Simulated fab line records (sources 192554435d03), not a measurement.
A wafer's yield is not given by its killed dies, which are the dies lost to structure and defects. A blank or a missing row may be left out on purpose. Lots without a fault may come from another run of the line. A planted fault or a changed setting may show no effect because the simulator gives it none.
Matching of chambers :: flow n5Finfet :: N5_FIN_SAQP_STRIP_70 on rieDiel-02: 4 sister chambers
The step strips in N2/H2. 4 wafers are shown with their chamber, then 8 later ones without.

## EACH WAFER AND ITS CHAMBER
wafer: L086.6
chamber: 2
showerheadPlenumPTorr (Torr): 3.55

wafer: L092.1
chamber: 1
showerheadPlenumPTorr (Torr): 3.49

wafer: L092.5
chamber: 3
showerheadPlenumPTorr (Torr): 3.24

wafer: L094.1
chamber: 0
showerheadPlenumPTorr (Torr): 3.21

## WAFERS WITHOUT THEIR CHAMBER
wafer: L094.5
showerheadPlenumPTorr (Torr): 3.54

wafer: L094.6
showerheadPlenumPTorr (Torr): 3.23

wafer: L096.3
showerheadPlenumPTorr (Torr): 3.49

wafer: L096.4
showerheadPlenumPTorr (Torr): 3.21

wafer: L096.6
showerheadPlenumPTorr (Torr): 3.23

wafer: L097.3
showerheadPlenumPTorr (Torr): 3.54

wafer: L097.4
showerheadPlenumPTorr (Torr): 3.21

wafer: L097.5
showerheadPlenumPTorr (Torr): 3.49

## THE CHAMBER EACH PASSED THROUGH
wafer: L094.5
from the rows above: 2
in truth: 2

wafer: L094.6
from the rows above: can't be placed: 3 or 0
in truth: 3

wafer: L096.3
from the rows above: 1
in truth: 1

wafer: L096.4
from the rows above: 0
in truth: 0

wafer: L096.6
from the rows above: can't be placed: 3 or 0
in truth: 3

wafer: L097.3
from the rows above: 2
in truth: 2

wafer: L097.4
from the rows above: 0
in truth: 0

wafer: L097.5
from the rows above: 1
in truth: 1
6 of 8 placed correctly. Not placeable from these rows: 2 (in 2, the candidates include the true chamber). 0 placed wrongly.
How it was worked out, from the rows above alone: a wafer's distance from a chamber is the root of the sum, over the readings, of the square of ((its reading less the chamber's mean) divided by the reading's scatter). The wafer belongs to the nearest chamber; if the next one is less than 2 further off, it can't be placed. The mean given for a chamber averages the wafers shown for that chamber. The scatter: with one shown wafer a chamber, the root of the mean of the squares of how far each hidden wafer lies from its nearest shown one.
